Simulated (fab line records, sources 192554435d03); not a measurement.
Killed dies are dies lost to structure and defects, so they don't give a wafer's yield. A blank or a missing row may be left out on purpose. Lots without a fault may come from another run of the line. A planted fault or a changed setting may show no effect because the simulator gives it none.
Chamber matching | flow n5_finfet | N5_FIN_SAQP_PECVD_48 on pecvd-01: 3 sister chambers
The step deposits SiNx from SiH4/NH3/N2, target thk 25 nm, time 22.1 s. 16 wafers are shown with their chamber, then 8 later ones without.

WAFERS WITH THEIR CHAMBER
wafer  | chamber | throttle_valve_pct (%) | showerhead_plenum_p_Torr (Torr) | heater_power_w (W)
L074.2 | 0       | 40.2                   | 5.13                            | 790
L074.3 | 1       | 38.2                   | 5.18                            | 648
L074.6 | 0       | 40.1                   | 5.12                            | 818
L085.3 | 1       | 38.4                   | 5.19                            | 710
L085.5 | 2       | 39.4                   | 5.10                            | 864
L085.6 | 1       | 38.1                   | 5.19                            | 686
L086.1 | 2       | 39.4                   | 5.09                            | 768
L086.3 | 1       | 38.3                   | 5.19                            | 737
L086.4 | 1       | 38.2                   | 5.19                            | 734
L087.3 | 1       | 38.0                   | 5.19                            | 717
L087.4 | 1       | 38.0                   | 5.19                            | 710
L087.5 | 2       | 39.5                   | 5.08                            | 815
L090.1 | 0       | 40.4                   | 5.15                            | 732
L090.3 | 2       | 39.5                   | 5.09                            | 855
L090.5 | 0       | 40.3                   | 5.12                            | 729
L093.2 | 0       | 40.1                   | 5.14                            | 799

SIGNATURES (means of the wafers above)
reading                  | chamber 0 | chamber 1 | chamber 2 | scatter within a chamber
throttle_valve_pct       | 40.220    | 38.171    | 39.450    | 0.128
showerhead_plenum_p_Torr | 5.1320    | 5.1886    | 5.0900    | 0.00862
heater_power_w           | 773.60    | 706.00    | 825.50    | 37.2
Rule: a wafer's distance from a chamber is the root of the sum, over the readings, of the square of ((its reading less the chamber's mean) divided by the reading's scatter). The wafer belongs to the nearest chamber; if the next one is less than 2 further off, it can't be placed. The scatter: the root of (the sum of the squares of (reading less its chamber's mean) over the shown wafers, divided by (wafers less chambers)).

WAFERS WITHOUT THEIR CHAMBER
wafer  | throttle_valve_pct (%) | showerhead_plenum_p_Torr (Torr) | heater_power_w (W)
L093.4 | 40.2                   | 5.13                            | 790
L093.6 | 38.0                   | 5.20                            | 728
L092.1 | 39.7                   | 5.09                            | 848
L092.2 | 38.5                   | 5.20                            | 635
L092.3 | 40.1                   | 5.12                            | 789
L097.1 | 38.3                   | 5.18                            | 685
L097.3 | 39.5                   | 5.09                            | 851
L097.6 | 40.0                   | 5.13                            | 659

WHICH CHAMBER EACH WENT THROUGH
wafer  | from the rows above | in truth
L093.4 | 0                   | 0
L093.6 | 1                   | 1
L092.1 | 2                   | 2
L092.2 | 1                   | 1
L092.3 | 0                   | 0
L097.1 | 1                   | 1
L097.3 | 2                   | 2
L097.6 | 0                   | 0
Placed correctly: 8 of 8. Can't be placed from these rows: 0. Placed wrongly: 0.
